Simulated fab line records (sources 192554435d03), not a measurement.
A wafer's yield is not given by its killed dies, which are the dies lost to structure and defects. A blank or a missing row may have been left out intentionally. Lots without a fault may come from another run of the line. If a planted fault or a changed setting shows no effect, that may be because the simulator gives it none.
Comparing a struck lot with a sound one / flow n5-finfet / 38 steps out of a route of 1938
Sound: wafers L695.1, L695.4, L695.6. Struck: wafers L688.2, L688.6. (L688.4 of the same lot was not struck and is left out.) The cause comes at the end.
At each step with rows: each side's tool, then ch and its chambers, then its first start. Under that, the readings that differ: sound wafers / struck wafers / difference of the means / sigmas: that difference in standard deviations of wafers without a fault.
alike: a reading whose means differ by less than 2 such deviations, as well as words and numbers matching on both sides. not compared: withheld readings; readings where some wafer has no value; bounds like >300 that might hide an equal value; numbers whose values overlap and for which the record gives no deviation.
A row with sigmas, a row that says differs or no value, or rows on one side alone: a step with any of these is where the two part. Non-overlapping numbers with no deviation appear without sigmas and do not part them. A reading missing from all wafers of one side parts the sides only when that side holds two or more wafers.

first, 9 steps without rows for these wafers: N5_BEOL_M2_ANNEAL_95 (time 240 s); N5_BEOL_M2_SPUTTER_96 (material Cu, target thk 4.5 nm, time 8.29 s); N5_BEOL_M2_ECD_50 (material Cu, target thk 300 nm); N5_BEOL_M2_ANNEAL_51 (time 90 s); N5_BEOL_M2_CMP_52 (polishes, stops on SiOC, t overpolish 6.8 s, target thk 40 nm); N5_BEOL_M2_PRE_CLEAN_60 (time 15 s); N5_BEOL_M2_CO_CAP_55 (material Co, precursor CCTBA/H2, target thk 2 nm, time 102.1 s); N5_BEOL_M2_PRE_CLEAN_56 (time 15 s); N5_BEOL_M2_DEP_57 (deposits SiCN from 3MS/NH3, target thk 8 nm, time 14 s).
N5_BEOL_M3_ILD_DEP_00: deposits SiOC from DEMS/O2, target thk 79 nm, time 15.3 s.
  sound on pecvd-01 ch 0,2, day 11 22:40; struck on pecvd-04 ch 1,2, day 10 09:19
reading=model.SiOC_of_BEOL_M3_ILD_DEP_00.thk-nm (nm); sound=79.2 81 80.4; struck=148.2 150.6; difference=+69.2; sigmas=
  alike: heater-power-outer-w, heater-power-w, showerhead-plenum-p-Torr, throttle-valve-pct
N5_BEOL_M3_THK_MEAS_01:
  struck on film-metro-01, day 10 09:23; sound on film-metro-02, day 11 22:45
reading=M3_ILD_THK (nm); sound=79.2 81.0 80.3; struck=148.3 150.7; difference=+69.3; sigmas=+69
then, 24 steps without rows for these wafers: N5_BEOL_M3_PECVD_72 (deposits SiO2 from TEOS/O2, target thk 16 nm, time 18 s); N5_BEOL_M3_HM_DEP_02 (deposits TiN, target thk 20 nm); N5_BEOL_M3_COAT_61 (time 60 s, resist thk 60 nm); N5_BEOL_M3_COAT_62 (time 60 s, resist thk 12 nm); N5_BEOL_M3_COAT_73 (time 60 s, resist thk 5 nm); N5_BEOL_M3_COAT_05 (resist thk 30 nm); N5_BEOL_M3_EBR_07; N5_BEOL_M3_SOFTBAKE_06 (time 60 s); N5_BEOL_M3_EXPOSE_08 (exposes mask M3); N5_BEOL_M3_PEB_09 (peb time 60 s); N5_BEOL_M3_DEVELOP_10 (develop time 30 s); N5_BEOL_M3_DESCUM_16 (chemistry O2, time 7 s); N5_BEOL_M3_ETCH_74 (etches underlayer in N2/H2, target depth 6.5 nm, time 5.2 s); N5_BEOL_M3_ETCH_63 (etches SiARC in CF4, target depth 15.6 nm, time 26 s); N5_BEOL_M3_ETCH_64 (etches SOC in N2/H2, target depth 75 nm, overetch 15 nm, time 112.5 s); N5_BEOL_M3_STRIP_65 (strips in N2/H2); N5_BEOL_M3_STRIP_75 (strips in N2/H2); N5_BEOL_M3_STRIP_66 (strips in CF4); N5_BEOL_M3_HM_OPEN_17 (chemistry Cl2/BCl3, target TiN, target depth 20 nm, overetch 6 nm); N5_BEOL_M3_STRIP_19 (strips in O2); N5_BEOL_M3_COAT_67 (time 60 s, resist thk 60 nm); N5_BEOL_M3_COAT_68 (time 60 s, resist thk 12 nm); N5_BEOL_M3_COAT_76 (time 60 s, resist thk 5 nm); N5_BEOL_M3_COAT_22 (resist thk 30 nm).
N5_BEOL_M3_CMP_52: polishes, stops on SiOC, t overpolish 6.8 s, target thk 40 nm.
  sound on cmp-01 ch 0,1,2, day 12 14:07; struck on cmp-04 ch 0, day 10 22:14
reading=motor-current-A (A); sound=5.6 6.2 6.0; struck=7.1 7.4; difference=+1.3; sigmas=+3
reading=model.SiOC_of_BEOL_M3_ILD_DEP_00.thk-nm (nm); sound=76.2 78 77.4; struck=145.2 147.6; difference=+69.2; sigmas=
reading=model.Cu_of_BEOL_M3_ECD_50.thk-nm (nm); sound=37.2 41 41.4; struck=111 112.6; difference=+72; sigmas=
  alike: retaining-ring-pressure-frac
N5_BEOL_M4_RC_MEAS_101:
  the record has rows for the sound wafers here (prober-02 ch 0, day 13 00:50) and none for the struck ones
-- the record jumps here: 5 days lie between the struck wafers' starts before and after (it left off in module BEOL_M4 and takes up again in module PASSIVATION, whose first step shown is number 1936 of the route) --
N5_PASSIVATION_PROBE_49:
  only the struck wafers here have rows in the record (prober-01, day 15 16:08); the sound ones have none

== WHERE THEY PART ==
First at N5_BEOL_M3_THK_MEAS_01; last, within this record, at N5_PASSIVATION_PROBE_49.

WHY: what had been put in by the simulator
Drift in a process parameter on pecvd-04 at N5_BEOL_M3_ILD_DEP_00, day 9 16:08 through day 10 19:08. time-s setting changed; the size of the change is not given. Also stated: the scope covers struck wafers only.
